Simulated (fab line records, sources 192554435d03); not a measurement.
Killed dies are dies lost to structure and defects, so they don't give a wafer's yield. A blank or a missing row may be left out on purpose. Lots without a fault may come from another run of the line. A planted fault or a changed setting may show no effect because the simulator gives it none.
Which tool did it? | flow n5_finfet | 11 lots, 30 wafers sampled, at 5 steps of a route of 1938

WHAT THE GAUGES READ, wafer by wafer
N5_HKMG_FIN_OVL_MEAS_50.
lot  | measured    | on         | NDIPOLE_OVL (nm)
L540 | day 4 13:46 | overlay-01 | -0.5 -0.7
L541 | day 4 17:59 | overlay-02 | -1.5 -0.6 -2.3
L542 | day 4 22:47 | overlay-01 | 0.7 -0.7 0.1
L543 | day 5 05:34 | overlay-01 | -0.1 -0.8 -0.2
L544 | day 5 12:01 | overlay-02 | -0.7 -0.5 1.1
L545 | day 5 17:54 | overlay-02 | 0.3 0.4 0.2
L547 | day 6 05:04 | overlay-02 | -0.5 -0.9
L549 | day 6 15:31 | overlay-02 | 1.0 0.6 0.6
L554 | day 7 22:54 | overlay-01 | -0.6 -0.1 0.0
L558 | day 8 22:04 | overlay-02 | -0.6 0.4 0.2
L561 | day 9 19:52 | overlay-02 | -0.2 0.1

N5_HKMG_FIN_THK_MEAS_70: measures by xrf.
lot  | measured    | on            | HK_THK (nm)
L540 | day 4 16:15 | film_metro-01 | 1.597 1.604
L541 | day 4 20:27 | film_metro-01 | 1.614 1.603 1.595
L542 | day 5 01:16 | film_metro-02 | 1.603 1.579 1.624
L543 | day 5 08:02 | film_metro-01 | 1.595 1.595 1.598
L544 | day 5 14:29 | film_metro-02 | 1.628 1.588 1.598
L545 | day 5 20:50 | film_metro-02 | 1.607 1.650 1.596
L547 | day 6 08:07 | film_metro-02 | 1.583 1.620
L549 | day 6 18:02 | film_metro-02 | 1.624 1.627 1.588
L554 | day 8 01:43 | film_metro-02 | 1.591 1.600 1.561
L558 | day 9 00:31 | film_metro-02 | 1.579 1.626 1.601
L561 | day 9 22:20 | film_metro-01 | 1.592 1.637

N5_BEOL_M4_RC_MEAS_101.
lot  | measured     | on        | DIBL_N (mV/V)  | DIBL_P (mV/V)  | IOFF_N (nA/um) | IOFF_P (nA/um) | ION_N (uA/um) | ION_P (uA/um) | SS_N (mV/dec)  | SS_P (mV/dec)  | VT_N (mV)   | VT_P (mV)            | VT_P_LVT (mV)
L540 | day 8 23:31  | prober-01 | 35.7 37.6      | 35.4 37.8      | 0.14 0.18      | 0.17 0.22      | 675 674       | 457 460       | 70.6 72.1      | 73.0 74.7      | 254 249     | -255.2 -249.7        | -101.5 -98.1
L541 | day 8 13:13  | prober-02 | 33.3 36.9 33.6 | 30.4 35.9 30.2 | 0.09 0.14 0.09 | 0.15 0.21 0.14 | 643 684 642   | 452 470 443   | 70.6 71.0 70.6 | 72.3 72.7 71.8 | 257 250 258 | -252.8 -250.1 -255.9 | -102.8 -99.7 -106.3
L542 | day 9 03:50  | prober-01 | 37.2 39.2 38.7 | 35.6 36.4 36.8 | 0.17 0.20 0.18 | 0.23 0.25 0.26 | 688 681 688   | 472 459 473   | 71.7 72.3 72.6 | 74.1 73.8 73.2 | 249 247 249 | -251.1 -249.6 -251.2 | -97.0 -95.4 -95.7
L543 | day 9 06:07  | prober-02 | 36.2 34.6 37.3 | 37.4 35.8 39.0 | 0.16 0.13 0.19 | 0.21 0.18 0.23 | 679 671 688   | 463 466 467   | 71.7 71.1 72.2 | 73.2 72.5 74.0 | 249 256 250 | -253.5 -253.8 -251.7 | -98.3 -101.5 -99.5
L544 | day 9 06:28  | prober-01 | 34.8 34.5 38.4 | 35.2 35.1 40.7 | 0.14 0.13 0.21 | 0.18 0.17 0.27 | 687 670 687   | 470 459 472   | 71.5 71.3 72.4 | 72.7 73.1 74.3 | 251 251 244 | -250.1 -251.9 -245.6 | -100.5 -100.7 -95.2
L545 | day 9 07:47  | prober-02 | 32.3 34.5 37.8 | 30.4 33.9 38.5 | 0.09 0.12 0.17 | 0.14 0.18 0.25 | 653 666 672   | 459 465 467   | 70.1 71.4 71.9 | 71.2 73.0 73.8 | 257 251 248 | -253.7 -250.1 -247.8 | -103.7 -100.6 -97.6
L547 | day 10 18:18 | prober-01 | 33.9 37.4      | 33.0 38.3      | 0.12 0.17      | 0.17 0.26      | 663 678       | 464 469       | 71.1 71.9      | 72.9 74.4      | 255 249     | -251.0 -245.3        | -98.5 -93.6
L549 | day 11 15:52 | prober-01 | 34.2 35.7 39.3 | 32.9 34.2 38.5 | 0.12 0.14 0.20 | 0.19 0.20 0.28 | 666 675 667   | 463 466 456   | 70.9 71.2 73.3 | 72.2 73.9 73.9 | 253 252 247 | -250.1 -249.2 -248.1 | -96.7 -96.6 -93.3
L554 | day 12 19:57 | prober-02 | 32.4 35.0 32.9 | 32.2 36.2 34.0 | 0.11 0.15 0.13 | 0.19 0.26 0.23 | 659 670 675   | 462 472 476   | 70.8 71.6 70.4 | 71.7 73.5 71.8 | 252 250 248 | -247.4 -244.8 -245.4 | -91.2 -88.2 -88.8
L558 | day 14 06:47 | prober-02 | 37.0 35.6 33.9 | 35.8 35.0 33.2 | 0.17 0.15 0.13 | 0.32 0.29 0.27 | 676 675 679   | 473 481 485   | 71.6 71.8 70.7 | 73.8 73.3 73.0 | 248 250 252 | -241.9 -238.3 -238.9 | -88.1 -89.7 -89.3
L561 | day 14 01:16 | prober-02 | 34.2 36.9      | 34.1 37.5      | 0.13 0.16      | 0.18 0.23      | 676 672       | 466 468       | 70.1 71.6      | 73.3 74.1      | 251 251     | -251.3 -249.1        | -98.5 -96.9

WHICH TOOL RAN EACH LOT (tool, then ch and the chambers of the sampled wafers, then the start)
lot  | N5_HKMG_FIN_ALD_75              | N5_HKMG_FIN_PWFM_ALD_03
L540 | ald_hk-02 ch 1,2, day 4 13:23   | ald_metal-03 ch 1,3, day 4 16:17
L541 | ald_hk-01 ch 2,3, day 4 17:29   | ald_metal-04 ch 1,2,3, day 4 20:29
L542 | ald_hk-03 ch 0,1,3, day 4 22:25 | ald_metal-03 ch 1,2,3, day 5 01:19
L543 | ald_hk-01 ch 2,3, day 5 05:12   | ald_metal-04 ch 0,1,2, day 5 08:08
L544 | ald_hk-02 ch 0,1,2, day 5 11:38 | ald_metal-02 ch 1,2,3, day 5 14:31
L545 | ald_hk-01 ch 1,3, day 5 17:24   | ald_metal-04 ch 1,3, day 5 20:52
L547 | ald_hk-01 ch 0,1, day 6 04:36   | ald_metal-02 ch 1,2, day 6 08:22
L549 | ald_hk-03 ch 0,2, day 6 15:09   | ald_metal-04 ch 0,1, day 6 18:05
L554 | ald_hk-02 ch 1,3, day 7 22:25   | ald_metal-03 ch 0,1,2, day 8 01:45
L558 | ald_hk-02 ch 1,3, day 8 21:41   | ald_metal-03 ch 0,2,3, day 9 00:34
L561 | ald_hk-03 ch 0,3, day 9 19:22   | ald_metal-02 ch 1,3, day 9 22:22
- N5_HKMG_FIN_ALD_75: deposits Al2O3, target thk 1 nm, co reactant pulse time 1 s.
- N5_HKMG_FIN_PWFM_ALD_03: deposits TiN, target thk 2 nm, pulse time 1 s, purge time 3 s.

WHAT THE TOOLS THEMSELVES READ (means of the sampled wafers that have a number; where no wafer has one, the mark that the record gives instead)
N5_HKMG_FIN_ALD_75.
lot  | tool      | heater_power_w (W) | precursor_pulse_height_rel | susceptor_temp_C (C)
L540 | ald_hk-02 | 165                | 0.983                      | 150.05
L541 | ald_hk-01 | 150                | 0.997                      | 150.09
L542 | ald_hk-03 | 162                | 0.977                      | 149.98
L543 | ald_hk-01 | 133                | 1.011                      | 149.95
L544 | ald_hk-02 | 158                | 1.007                      | 149.97
L545 | ald_hk-01 | 158                | 0.997                      | 150.02
L547 | ald_hk-01 | 135                | 1.000                      | 149.75
L549 | ald_hk-03 | 178                | 1.012                      | 150.11
L554 | ald_hk-02 | 176                | 0.979                      | 149.89
L558 | ald_hk-02 | 167                | 1.000                      | 149.96
L561 | ald_hk-03 | 170                | 1.004                      | 149.94

N5_HKMG_FIN_PWFM_ALD_03.
lot  | tool         | heater_power_w (W) | precursor_pulse_height_rel | susceptor_temp_C (C)
L540 | ald_metal-03 | 884                | 1.017                      | 400.07
L541 | ald_metal-04 | 847                | 0.992                      | 400.12
L542 | ald_metal-03 | 915                | 1.008                      | 400.07
L543 | ald_metal-04 | 931                | 1.011                      | 399.96
L544 | ald_metal-02 | 862                | 1.012                      | 399.93
L545 | ald_metal-04 | 923                | 0.993                      | 399.91
L547 | ald_metal-02 | 832                | 1.004                      | 400.06
L549 | ald_metal-04 | 1015               | 0.981                      | 399.85
L554 | ald_metal-03 | 950                | 0.990                      | 400.10
L558 | ald_metal-03 | 854                | 0.996                      | 400.12
L561 | ald_metal-02 | 870                | 1.020                      | 400.13

THE ANSWER, worked out from the rows above alone
Rule: what is usual is taken from the lots themselves. Put in order of their means at a reading, lots are off if they are a third of the lots or fewer, leave a main group of 4 or more, and stand apart from it by a gap of 3 or more times the standard deviation of the main group's means; of several such gaps the widest counts. A main group whose means are all the same, to the digits that the tables above print for the reading, isn't used. A lot without any number at a reading at which 4 lots or more have one is off too. The other lots that the step has rows for count as sound. The gauges are gone through in route order, then the tools' own readings, and for those a lot's mean is taken as printed above. The first step at which some lot is off is used, and at that step the reading that is off furthest; a lot without a number counts as furthest.
No lot is off at any reading shown: from this, nothing can be told.

WHAT THE SIMULATOR HAD PUT IN
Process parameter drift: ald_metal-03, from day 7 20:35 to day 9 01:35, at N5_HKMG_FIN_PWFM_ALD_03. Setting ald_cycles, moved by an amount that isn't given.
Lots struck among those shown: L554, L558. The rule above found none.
